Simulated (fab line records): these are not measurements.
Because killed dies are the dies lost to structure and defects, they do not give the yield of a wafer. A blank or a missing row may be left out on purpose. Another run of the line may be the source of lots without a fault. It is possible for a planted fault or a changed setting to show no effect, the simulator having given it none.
Matching of chambers    flow n5Finfet    N5_WELL_APT_DESCUM_13 on rieDiel-04 has 4 sister chambers
The step chemistry O2, time 7.9 s. 8 wafers are shown with their chamber, then 9 later ones without.

## WAFERS WITH THEIR CHAMBER
wafer   chamber  drypumpMotorCurrentA (A)  throttleValvePct (%)
L088.2  0        5.44                      20.37
L088.5  3        6.03                      20.38
L089.2  2        5.44                      20.87
L089.4  3        6.03                      20.39
L089.5  2        5.43                      20.86
L091.3  1        6.06                      20.65
L091.4  0        5.45                      20.37
L091.6  1        6.08                      20.66

## WAFERS MISSING THEIR CHAMBER
wafer   drypumpMotorCurrentA (A)  throttleValvePct (%)
L092.4  6.02                      20.40
L092.5  5.45                      20.86
L092.6  6.07                      20.69
L093.1  5.44                      20.87
L093.2  6.01                      20.41
L093.4  5.43                      20.37
L096.3  5.41                      20.40
L096.5  5.46                      20.89
L096.6  5.41                      20.40

## EACH ONE'S CHAMBER
wafer   from the rows above  in truth
L092.4  3                    3
L092.5  2                    2
L092.6  1                    1
L093.1  2                    2
L093.2  3                    3
L093.4  0                    0
L096.3  0                    0
L096.5  2                    2
L096.6  0                    0
Correct placement for 9 of the 9. Can't be placed from these rows: 0. Wrongly placed: 0.
How it was worked out, from the rows above alone: a wafer's distance from a chamber is the root of the sum, over the readings, of the square of ((its reading less the chamber's mean) divided by the reading's scatter). The wafer belongs to the nearest chamber; if the next one is less than 2 further off, it can't be placed. Each chamber's mean is taken over the wafers shown for it. The scatter is the square root of a quotient: the sum, over the shown wafers, of each reading's squared deviation from its chamber's mean, divided by wafers minus chambers.
